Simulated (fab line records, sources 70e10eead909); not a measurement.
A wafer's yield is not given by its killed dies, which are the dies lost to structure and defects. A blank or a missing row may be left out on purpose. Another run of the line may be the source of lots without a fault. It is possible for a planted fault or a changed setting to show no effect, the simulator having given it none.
8D (eight disciplines) problem report, filled in by code / flow nand-harc / the parts of the form that need people (team, actions taken, sign-off) are left out

## 1. THE ISSUE
At NHARC_A_SGD_CUT_THK_MEAS_22, thk-nm averages 141.2 nm over 4 wafers from 3 lots, while fault-free wafers read 148.2 nm, standard deviation 1.4. That puts it -5.0 standard deviations away from the usual mean.
The step: measures by ellipsometry.
First observed at day 24 09:19: wafer L183.3, on film-metro-01. At this step, 38 wafers from 13 lots have a number in the record. Rule for "out" (also "out of limits"): further than 4 standard deviations from the usual mean. Any other wafer with a number is counted as sound.

## 2. WHAT IT IS; WHAT IT IS NOT
question=which readings at this step | is=thk-nm | is not=-
question=which lots | is=L181, L183, L184 | is not=L170, L171, L172, L173, L175, L178, L179, L182, L191, L192
question=which wafers of those lots | is=L181.3, L183.3, L184.1, L184.3 | is not=L181.2, L181.5, L183.2, L183.5
question=read on which gauges | is=film-metro-01, film-metro-02 | is not=-
question=when | is=from day 24 09:19 | is not=up to then (26 sound wafers); but 8 sound wafers of L181, L191, L192 came after

## 3. SUSPECTS, AND WHAT RULES EACH OUT
Counting: a tool at a process step up to the reading stays a suspect if it ran every lot that is out. Sound lots after the first of them don't rule it out here, since some wafers of a struck lot are sound.
- ruled out: the gauge at NHARC_A_SGD_CUT_THK_MEAS_22. 2 gauges (film-metro-01, film-metro-02) read the wafers that are out.
- fcvd-02 at NHARC_A_SGD_CUT_DEP_20 (deposits SiO2, target thk 150 nm): kept. It processed each lot that is out (first: L183, day 24 04:19); up to then, its last sound lot is L182 (day 24 03:53).
The count leaves fcvd-02 at NHARC_A_SGD_CUT_DEP_20.

## 4. THE CAUSE (what the simulator had put in)
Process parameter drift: fcvd-02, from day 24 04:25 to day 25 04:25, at NHARC_A_SGD_CUT_DEP_20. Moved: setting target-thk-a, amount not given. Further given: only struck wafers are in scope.
The count eliminated every tool but this one.

## 5. THE EFFECT CHAIN, in route order
Each row: a reading whose mean over the struck wafers that have a number lies more than 3 standard deviations from the usual. Only readings whose record carries a usual standard deviation are examined. hours: median over the lots of the time between each lot's start at the first step of this table that gives one and its start at this step. sigmas: the change, counted in usual standard deviations.
hours=0; step=NHARC_A_SGD_CUT_THK_MEAS_22; reading=thk-nm; usual=148.2 nm; on struck wafers=141.2; change=-6.9; sigmas=-5.0

## 6. WHAT WOULD HAVE CAUGHT IT SOONER
Counted from the fault's start at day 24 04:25, it took 5 hours until the first out-of-limits reading at a measuring or inspecting step in this record, taken at day 24 09:19.
Among the 3 lots that are out, L184 began NHARC_A_SGD_CUT_DEP_20 on fcvd-02 after day 24 09:19. It would have been spared by a hold on the tool at that moment.
